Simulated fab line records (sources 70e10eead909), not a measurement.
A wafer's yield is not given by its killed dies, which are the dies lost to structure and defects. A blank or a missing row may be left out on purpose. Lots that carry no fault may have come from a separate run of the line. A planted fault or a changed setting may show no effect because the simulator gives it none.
Which tool did it? || flow nandHarc || 12 lots, 36 wafers sampled, at 5 steps of a route of 1302

== WHAT THE GAUGES SHOWED, per wafer ==
NHARC_END_SORT_01. Usual: killedAtArray 61, standard deviation 23; killedAtOther 1.3, standard deviation 1.4; killedAtPeriphery 4.0, standard deviation 2.6; killedDies 66, standard deviation 22; killedOpen 3.4, standard deviation 1.8; killedShort 2.3, standard deviation 1.4.
{"lot": "L637", "measured": "day 24 18:42", "on": "prober-01", "killedAtArray": "98 97 102", "killedAtOther": "1 0 1", "killedAtPeriphery": "2 7 1", "killedDies": "101 104 104", "killedOpen": "4 2 3", "killedShort": "2 4 2", "flag": ""}
{"lot": "L642", "measured": "day 26 16:12", "on": "prober-01", "killedAtArray": "672 674 671", "killedAtOther": "2 2 3", "killedAtPeriphery": "3 1 3", "killedDies": "677 677 677", "killedOpen": "4 3 0", "killedShort": "1 1 1", "flag": "OFF"}
{"lot": "L643", "measured": "day 26 21:11", "on": "prober-02", "killedAtArray": "673 675 675", "killedAtOther": "1 0 0", "killedAtPeriphery": "3 2 2", "killedDies": "677 677 677", "killedOpen": "6 3 2", "killedShort": "4 3 2", "flag": "OFF"}
{"lot": "L649", "measured": "day 29 05:47", "on": "prober-01", "killedAtArray": "64 70 56", "killedAtOther": "4 1 0", "killedAtPeriphery": "1 2 5", "killedDies": "69 73 61", "killedOpen": "4 5 4", "killedShort": "3 1 4", "flag": ""}
{"lot": "L650", "measured": "day 29 22:10", "on": "prober-02", "killedAtArray": "50 62 59", "killedAtOther": "0 0 1", "killedAtPeriphery": "6 4 7", "killedDies": "56 66 67", "killedOpen": "4 7 9", "killedShort": "3 1 2", "flag": ""}
{"lot": "L651", "measured": "day 31 03:28", "on": "prober-01", "killedAtArray": "64 72 82", "killedAtOther": "0 1 0", "killedAtPeriphery": "2 4 4", "killedDies": "66 77 86", "killedOpen": "2 6 6", "killedShort": "1 2 5", "flag": ""}
{"lot": "L652", "measured": "day 31 02:49", "on": "prober-02", "killedAtArray": "56 54 52", "killedAtOther": "5 6 3", "killedAtPeriphery": "5 1 6", "killedDies": "66 61 61", "killedOpen": "4 3 3", "killedShort": "3 2 0", "flag": ""}
{"lot": "L653", "measured": "day 31 12:43", "on": "prober-01", "killedAtArray": "90 84 67", "killedAtOther": "2 3 1", "killedAtPeriphery": "8 6 3", "killedDies": "100 93 71", "killedOpen": "7 4 2", "killedShort": "4 1 2", "flag": ""}
{"lot": "L656", "measured": "day 32 17:55", "on": "prober-01", "killedAtArray": "53 47 50", "killedAtOther": "1 0 0", "killedAtPeriphery": "7 5 4", "killedDies": "61 52 54", "killedOpen": "4 0 4", "killedShort": "3 1 3", "flag": ""}
{"lot": "L658", "measured": "day 33 03:31", "on": "prober-01", "killedAtArray": "57 57 60", "killedAtOther": "0 1 1", "killedAtPeriphery": "4 4 4", "killedDies": "61 62 65", "killedOpen": "2 6 4", "killedShort": "2 0 3", "flag": ""}
{"lot": "L657", "measured": "day 33 12:38", "on": "prober-02", "killedAtArray": "52 55 72", "killedAtOther": "3 3 1", "killedAtPeriphery": "3 1 4", "killedDies": "58 59 77", "killedOpen": "3 4 3", "killedShort": "1 1 1", "flag": ""}
{"lot": "L660", "measured": "day 33 12:38", "on": "prober-01", "killedAtArray": "28 43 40", "killedAtOther": "2 3 1", "killedAtPeriphery": "4 3 1", "killedDies": "34 49 42", "killedOpen": "5 1 4", "killedShort": "2 3 1", "flag": ""}

== WHAT TOOL EACH LOT RAN ON (gives the tool, then ch and the chambers of the sampled wafers, and finally the start) ==
{"lot": "L637", "NHARC_A_STAIRCASE_TRIM_226": "rieDiel-04 ch 0,1,3, day 16 23:14 or earlier", "NHARC_A_STAIRCASE_HM_DEP_456": "aclDep-01 ch 0, day 16 23:14", "NHARC_A_STAIRCASE_DEP_259": "pecvd-01 ch 0,1,2, day 17 01:05", "NHARC_A_STAIRCASE_ETCH_271": "rieDiel-09 ch 0,1,2, day 17 02:11"}
{"lot": "L642", "NHARC_A_STAIRCASE_TRIM_226": "rieDiel-01 ch 0,2,3, day 18 06:58 or earlier", "NHARC_A_STAIRCASE_HM_DEP_456": "aclDep-02 ch 0, day 18 06:58", "NHARC_A_STAIRCASE_DEP_259": "pecvd-01 ch 0,1,2, day 18 08:49", "NHARC_A_STAIRCASE_ETCH_271": "rieDiel-04 ch 0,1,3, day 18 09:55"}
{"lot": "L643", "NHARC_A_STAIRCASE_TRIM_226": "rieDiel-04 ch 1,2, day 19 01:11 or earlier", "NHARC_A_STAIRCASE_HM_DEP_456": "aclDep-01 ch 0, day 19 01:11", "NHARC_A_STAIRCASE_DEP_259": "pecvd-04 ch 0,2, day 19 03:05", "NHARC_A_STAIRCASE_ETCH_271": "rieDiel-04 ch 1,3, day 19 04:02"}
{"lot": "L649", "NHARC_A_STAIRCASE_TRIM_226": "rieDiel-04 ch 0,1,2, day 21 06:05 or earlier", "NHARC_A_STAIRCASE_HM_DEP_456": "aclDep-03 ch 0, day 21 06:05", "NHARC_A_STAIRCASE_DEP_259": "pecvd-01 ch 0,1, day 21 07:55", "NHARC_A_STAIRCASE_ETCH_271": "rieDiel-04 ch 0,2, day 21 08:59"}
{"lot": "L650", "NHARC_A_STAIRCASE_TRIM_226": "rieDiel-04 ch 0,1,3, day 22 07:02 or earlier", "NHARC_A_STAIRCASE_HM_DEP_456": "aclDep-02 ch 0, day 22 07:02", "NHARC_A_STAIRCASE_DEP_259": "pecvd-04 ch 0,2, day 22 08:55", "NHARC_A_STAIRCASE_ETCH_271": "rieDiel-01 ch 0,1,2, day 22 10:03"}
{"lot": "L651", "NHARC_A_STAIRCASE_TRIM_226": "rieDiel-01 ch 0,2,3, day 22 16:24 or earlier", "NHARC_A_STAIRCASE_HM_DEP_456": "aclDep-02 ch 0, day 22 16:24", "NHARC_A_STAIRCASE_DEP_259": "pecvd-01 ch 0,1, day 22 18:01", "NHARC_A_STAIRCASE_ETCH_271": "rieDiel-04 ch 0,2,3, day 22 19:04"}
{"lot": "L652", "NHARC_A_STAIRCASE_TRIM_226": "rieDiel-01 ch 1,2,3, day 22 16:54 or earlier", "NHARC_A_STAIRCASE_HM_DEP_456": "aclDep-01 ch 0, day 22 16:54", "NHARC_A_STAIRCASE_DEP_259": "pecvd-01 ch 1,2, day 22 18:47", "NHARC_A_STAIRCASE_ETCH_271": "rieDiel-09 ch 1,2,3, day 22 19:51"}
{"lot": "L653", "NHARC_A_STAIRCASE_TRIM_226": "rieDiel-09 ch 0,1,2, day 23 11:09 or earlier", "NHARC_A_STAIRCASE_HM_DEP_456": "aclDep-01 ch 0, day 23 11:09", "NHARC_A_STAIRCASE_DEP_259": "pecvd-04 ch 0,1,2, day 23 13:01", "NHARC_A_STAIRCASE_ETCH_271": "rieDiel-01 ch 1,2,3, day 23 14:06"}
{"lot": "L656", "NHARC_A_STAIRCASE_TRIM_226": "rieDiel-09 ch 1,2,3, day 24 14:03 or earlier", "NHARC_A_STAIRCASE_HM_DEP_456": "aclDep-01 ch 0, day 24 14:03", "NHARC_A_STAIRCASE_DEP_259": "pecvd-01 ch 0,2, day 24 15:56", "NHARC_A_STAIRCASE_ETCH_271": "rieDiel-01 ch 1,2,3, day 24 17:12"}
{"lot": "L658", "NHARC_A_STAIRCASE_TRIM_226": "rieDiel-04 ch 0,1,2, day 24 23:29 or earlier", "NHARC_A_STAIRCASE_HM_DEP_456": "aclDep-01 ch 0, day 24 23:29", "NHARC_A_STAIRCASE_DEP_259": "pecvd-03 ch 0,1, day 25 01:22", "NHARC_A_STAIRCASE_ETCH_271": "rieDiel-09 ch 1,2, day 25 02:27"}
{"lot": "L657", "NHARC_A_STAIRCASE_TRIM_226": "rieDiel-01 ch 1,2,3, day 25 00:48 or earlier", "NHARC_A_STAIRCASE_HM_DEP_456": "aclDep-02 ch 0, day 25 00:48", "NHARC_A_STAIRCASE_DEP_259": "pecvd-04 ch 1,2, day 25 02:40", "NHARC_A_STAIRCASE_ETCH_271": "rieDiel-01 ch 0,1,3, day 25 03:43"}
{"lot": "L660", "NHARC_A_STAIRCASE_TRIM_226": "rieDiel-01 ch 1,2,3, day 25 20:52 or earlier", "NHARC_A_STAIRCASE_HM_DEP_456": "aclDep-01 ch 0, day 25 20:52", "NHARC_A_STAIRCASE_DEP_259": "pecvd-03 ch 0,1, day 25 22:25", "NHARC_A_STAIRCASE_ETCH_271": "rieDiel-04 ch 0,2,3, day 25 23:21"}
- NHARC_A_STAIRCASE_TRIM_226: chemistry O2, time 211.2 s.
- NHARC_A_STAIRCASE_HM_DEP_456: deposits aC, target thk 3100 nm.
- NHARC_A_STAIRCASE_DEP_259: deposits SiON, target thk 30 nm.
- NHARC_A_STAIRCASE_ETCH_271: etches the open film in CF4/CHF3.

== AS READ BY THE TOOLS THEMSELVES (means over the sampled wafers that have a number; for cases with no such wafer, the mark the record gives instead) ==
NHARC_A_STAIRCASE_TRIM_226. Usual: drypumpMotorCurrentA 5.7 A, standard deviation 0.46; oesProductAu 0.998 a.u., standard deviation 0.0074; rfVppV 57.8 V, standard deviation 0.96; showerheadPlenumPTorr 3.52 Torr, standard deviation 0.19; throttleValvePct 17.036 %, standard deviation 0.009.
{"lot": "L637", "tool": "rieDiel-04", "drypumpMotorCurrentA (A)": 5.4, "oesProductAu (a.u.)": 1.002, "rfVppV (V)": 57.4, "showerheadPlenumPTorr (Torr)": 3.50, "throttleValvePct (%)": 17.036, "flag": ""}
{"lot": "L642", "tool": "rieDiel-01", "drypumpMotorCurrentA (A)": 6.1, "oesProductAu (a.u.)": 1.002, "rfVppV (V)": 57.8, "showerheadPlenumPTorr (Torr)": 3.62, "throttleValvePct (%)": 17.035, "flag": ""}
{"lot": "L643", "tool": "rieDiel-04", "drypumpMotorCurrentA (A)": 5.1, "oesProductAu (a.u.)": 0.991, "rfVppV (V)": 57.9, "showerheadPlenumPTorr (Torr)": 3.30, "throttleValvePct (%)": 17.045, "flag": ""}
{"lot": "L649", "tool": "rieDiel-04", "drypumpMotorCurrentA (A)": 5.4, "oesProductAu (a.u.)": 0.997, "rfVppV (V)": 57.7, "showerheadPlenumPTorr (Torr)": 3.44, "throttleValvePct (%)": 17.028, "flag": ""}
{"lot": "L650", "tool": "rieDiel-04", "drypumpMotorCurrentA (A)": 5.4, "oesProductAu (a.u.)": 1.002, "rfVppV (V)": 57.8, "showerheadPlenumPTorr (Torr)": 3.47, "throttleValvePct (%)": 17.036, "flag": ""}
{"lot": "L651", "tool": "rieDiel-01", "drypumpMotorCurrentA (A)": 6.0, "oesProductAu (a.u.)": 0.998, "rfVppV (V)": 58.0, "showerheadPlenumPTorr (Torr)": 3.60, "throttleValvePct (%)": 17.038, "flag": ""}
{"lot": "L652", "tool": "rieDiel-01", "drypumpMotorCurrentA (A)": 6.2, "oesProductAu (a.u.)": 1.000, "rfVppV (V)": 58.5, "showerheadPlenumPTorr (Torr)": 3.59, "throttleValvePct (%)": 17.035, "flag": ""}
{"lot": "L653", "tool": "rieDiel-09", "drypumpMotorCurrentA (A)": 5.9, "oesProductAu (a.u.)": 0.997, "rfVppV (V)": 57.6, "showerheadPlenumPTorr (Torr)": 3.58, "throttleValvePct (%)": 17.031, "flag": ""}
{"lot": "L656", "tool": "rieDiel-09", "drypumpMotorCurrentA (A)": 5.8, "oesProductAu (a.u.)": 1.002, "rfVppV (V)": 57.5, "showerheadPlenumPTorr (Torr)": 3.57, "throttleValvePct (%)": 17.034, "flag": ""}
{"lot": "L658", "tool": "rieDiel-04", "drypumpMotorCurrentA (A)": 5.4, "oesProductAu (a.u.)": 1.000, "rfVppV (V)": 57.7, "showerheadPlenumPTorr (Torr)": 3.60, "throttleValvePct (%)": 17.040, "flag": ""}
{"lot": "L657", "tool": "rieDiel-01", "drypumpMotorCurrentA (A)": 6.2, "oesProductAu (a.u.)": 0.993, "rfVppV (V)": 57.3, "showerheadPlenumPTorr (Torr)": 3.58, "throttleValvePct (%)": 17.042, "flag": ""}
{"lot": "L660", "tool": "rieDiel-01", "drypumpMotorCurrentA (A)": 6.2, "oesProductAu (a.u.)": 0.992, "rfVppV (V)": 58.2, "showerheadPlenumPTorr (Torr)": 3.57, "throttleValvePct (%)": 17.044, "flag": ""}

NHARC_A_STAIRCASE_HM_DEP_456. Usual: susceptorTempC 400.01 C, standard deviation 0.2; throttleValvePct 35.002 %, standard deviation 0.0088.
{"lot": "L637", "tool": "aclDep-01", "susceptorTempC (C)": "-", "throttleValvePct (%)": 34.994, "flag": "OFF"}
{"lot": "L642", "tool": "aclDep-02", "susceptorTempC (C)": "-", "throttleValvePct (%)": 35.011, "flag": "OFF"}
{"lot": "L643", "tool": "aclDep-01", "susceptorTempC (C)": 399.97, "throttleValvePct (%)": 34.994, "flag": ""}
{"lot": "L649", "tool": "aclDep-03", "susceptorTempC (C)": "-", "throttleValvePct (%)": 35.001, "flag": "OFF"}
{"lot": "L650", "tool": "aclDep-02", "susceptorTempC (C)": 399.78, "throttleValvePct (%)": 34.999, "flag": ""}
{"lot": "L651", "tool": "aclDep-02", "susceptorTempC (C)": 399.77, "throttleValvePct (%)": 34.997, "flag": ""}
{"lot": "L652", "tool": "aclDep-01", "susceptorTempC (C)": 400.07, "throttleValvePct (%)": 34.992, "flag": ""}
{"lot": "L653", "tool": "aclDep-01", "susceptorTempC (C)": 400.00, "throttleValvePct (%)": 35.008, "flag": ""}
{"lot": "L656", "tool": "aclDep-01", "susceptorTempC (C)": 399.86, "throttleValvePct (%)": 35.006, "flag": ""}
{"lot": "L658", "tool": "aclDep-01", "susceptorTempC (C)": 400.19, "throttleValvePct (%)": 34.994, "flag": ""}
{"lot": "L657", "tool": "aclDep-02", "susceptorTempC (C)": "-", "throttleValvePct (%)": 35.011, "flag": "OFF"}
{"lot": "L660", "tool": "aclDep-01", "susceptorTempC (C)": "-", "throttleValvePct (%)": 34.998, "flag": "OFF"}

NHARC_A_STAIRCASE_DEP_259. Usual: chamberPressureTorr 3.500 Torr, standard deviation 0.008; heaterPowerOuterW 469 W, standard deviation 56; heaterPowerW 764 W, standard deviation 73.
{"lot": "L637", "tool": "pecvd-01", "chamberPressureTorr (Torr)": 3.500, "heaterPowerOuterW (W)": 451, "heaterPowerW (W)": 746, "flag": ""}
{"lot": "L642", "tool": "pecvd-01", "chamberPressureTorr (Torr)": "-", "heaterPowerOuterW (W)": "-", "heaterPowerW (W)": "-", "flag": "OFF"}
{"lot": "L643", "tool": "pecvd-04", "chamberPressureTorr (Torr)": "-", "heaterPowerOuterW (W)": "-", "heaterPowerW (W)": "-", "flag": "OFF"}
{"lot": "L649", "tool": "pecvd-01", "chamberPressureTorr (Torr)": 3.507, "heaterPowerOuterW (W)": 480, "heaterPowerW (W)": 808, "flag": ""}
{"lot": "L650", "tool": "pecvd-04", "chamberPressureTorr (Torr)": 3.502, "heaterPowerOuterW (W)": 448, "heaterPowerW (W)": 753, "flag": ""}
{"lot": "L651", "tool": "pecvd-01", "chamberPressureTorr (Torr)": 3.496, "heaterPowerOuterW (W)": 516, "heaterPowerW (W)": 860, "flag": ""}
{"lot": "L652", "tool": "pecvd-01", "chamberPressureTorr (Torr)": 3.504, "heaterPowerOuterW (W)": 432, "heaterPowerW (W)": 732, "flag": ""}
{"lot": "L653", "tool": "pecvd-04", "chamberPressureTorr (Torr)": 3.497, "heaterPowerOuterW (W)": 471, "heaterPowerW (W)": 777, "flag": ""}
{"lot": "L656", "tool": "pecvd-01", "chamberPressureTorr (Torr)": 3.494, "heaterPowerOuterW (W)": 480, "heaterPowerW (W)": 785, "flag": ""}
{"lot": "L658", "tool": "pecvd-03", "chamberPressureTorr (Torr)": 3.498, "heaterPowerOuterW (W)": 522, "heaterPowerW (W)": 799, "flag": ""}
{"lot": "L657", "tool": "pecvd-04", "chamberPressureTorr (Torr)": 3.495, "heaterPowerOuterW (W)": 445, "heaterPowerW (W)": 785, "flag": ""}
{"lot": "L660", "tool": "pecvd-03", "chamberPressureTorr (Torr)": 3.501, "heaterPowerOuterW (W)": 499, "heaterPowerW (W)": 764, "flag": ""}

NHARC_A_STAIRCASE_ETCH_271. Usual: drypumpMotorCurrentA 5.7 A, standard deviation 0.44; oesProductAu 0.951 a.u., standard deviation 0.021; rfVppV 370 V, standard deviation 3.1; showerheadPlenumPTorr 1.57 Torr, standard deviation 0.088; throttleValvePct 16.802 %, standard deviation 0.009.
{"lot": "L637", "tool": "rieDiel-09", "drypumpMotorCurrentA (A)": 5.9, "oesProductAu (a.u.)": 0.970, "rfVppV (V)": 369, "showerheadPlenumPTorr (Torr)": 1.53, "throttleValvePct (%)": 16.791, "flag": ""}
{"lot": "L642", "tool": "rieDiel-04", "drypumpMotorCurrentA (A)": 5.4, "oesProductAu (a.u.)": 0.924, "rfVppV (V)": 370, "showerheadPlenumPTorr (Torr)": 1.56, "throttleValvePct (%)": 16.805, "flag": ""}
{"lot": "L643", "tool": "rieDiel-04", "drypumpMotorCurrentA (A)": 5.1, "oesProductAu (a.u.)": 0.970, "rfVppV (V)": 368, "showerheadPlenumPTorr (Torr)": 1.49, "throttleValvePct (%)": 16.799, "flag": ""}
{"lot": "L649", "tool": "rieDiel-04", "drypumpMotorCurrentA (A)": 5.5, "oesProductAu (a.u.)": 0.920, "rfVppV (V)": 369, "showerheadPlenumPTorr (Torr)": 1.53, "throttleValvePct (%)": 16.808, "flag": ""}
{"lot": "L650", "tool": "rieDiel-01", "drypumpMotorCurrentA (A)": 5.6, "oesProductAu (a.u.)": 0.924, "rfVppV (V)": 369, "showerheadPlenumPTorr (Torr)": 1.54, "throttleValvePct (%)": 16.801, "flag": ""}
{"lot": "L651", "tool": "rieDiel-04", "drypumpMotorCurrentA (A)": 5.5, "oesProductAu (a.u.)": 0.919, "rfVppV (V)": 370, "showerheadPlenumPTorr (Torr)": 1.55, "throttleValvePct (%)": 16.802, "flag": ""}
{"lot": "L652", "tool": "rieDiel-09", "drypumpMotorCurrentA (A)": 5.8, "oesProductAu (a.u.)": 0.980, "rfVppV (V)": 372, "showerheadPlenumPTorr (Torr)": 1.59, "throttleValvePct (%)": 16.797, "flag": ""}
{"lot": "L653", "tool": "rieDiel-01", "drypumpMotorCurrentA (A)": 6.1, "oesProductAu (a.u.)": 0.927, "rfVppV (V)": 371, "showerheadPlenumPTorr (Torr)": 1.60, "throttleValvePct (%)": 16.803, "flag": ""}
{"lot": "L656", "tool": "rieDiel-01", "drypumpMotorCurrentA (A)": 6.2, "oesProductAu (a.u.)": 0.968, "rfVppV (V)": 372, "showerheadPlenumPTorr (Torr)": 1.60, "throttleValvePct (%)": 16.803, "flag": ""}
{"lot": "L658", "tool": "rieDiel-09", "drypumpMotorCurrentA (A)": 5.9, "oesProductAu (a.u.)": 0.962, "rfVppV (V)": 370, "showerheadPlenumPTorr (Torr)": 1.57, "throttleValvePct (%)": 16.803, "flag": ""}
{"lot": "L657", "tool": "rieDiel-01", "drypumpMotorCurrentA (A)": 6.0, "oesProductAu (a.u.)": 0.969, "rfVppV (V)": 370, "showerheadPlenumPTorr (Torr)": 1.57, "throttleValvePct (%)": 16.800, "flag": ""}
{"lot": "L660", "tool": "rieDiel-04", "drypumpMotorCurrentA (A)": 5.5, "oesProductAu (a.u.)": 0.960, "rfVppV (V)": 369, "showerheadPlenumPTorr (Torr)": 1.55, "throttleValvePct (%)": 16.801, "flag": ""}

== THE ANSWER, worked out from the rows above alone ==
Rule: lot off if the mean of its wafers having a number is beyond 3 standard deviations from the usual mean. A lot without any number at a reading at which 4 lots or more have one is off too. Where the step has rows for the other lots, those lots are counted as sound. After the gauges, taken in route order, come the tools' own readings; for these a lot's mean is taken, as printed above. At the first step where some lot is off, the reading lying furthest off is the one used; lots without a number count as furthest.
Off: L642, L643, at NHARC_END_SORT_01 (killedDies).
A tool fits if, at a process step before that reading, it ran every lot that is off, and no sound lot after the first of them. The gauges at NHARC_END_SORT_01 aren't tried: what is off there is off at NHARC_A_STAIRCASE_DEP_259 too, on other tools, and a gauge's error can't cause that. NHARC_A_STAIRCASE_TRIM_226: start missing for some lots; hours and lot order therefore follow NHARC_A_STAIRCASE_HM_DEP_456. Of those tried, none fits.

== WHAT WAS PUT IN BY THE SIMULATOR ==
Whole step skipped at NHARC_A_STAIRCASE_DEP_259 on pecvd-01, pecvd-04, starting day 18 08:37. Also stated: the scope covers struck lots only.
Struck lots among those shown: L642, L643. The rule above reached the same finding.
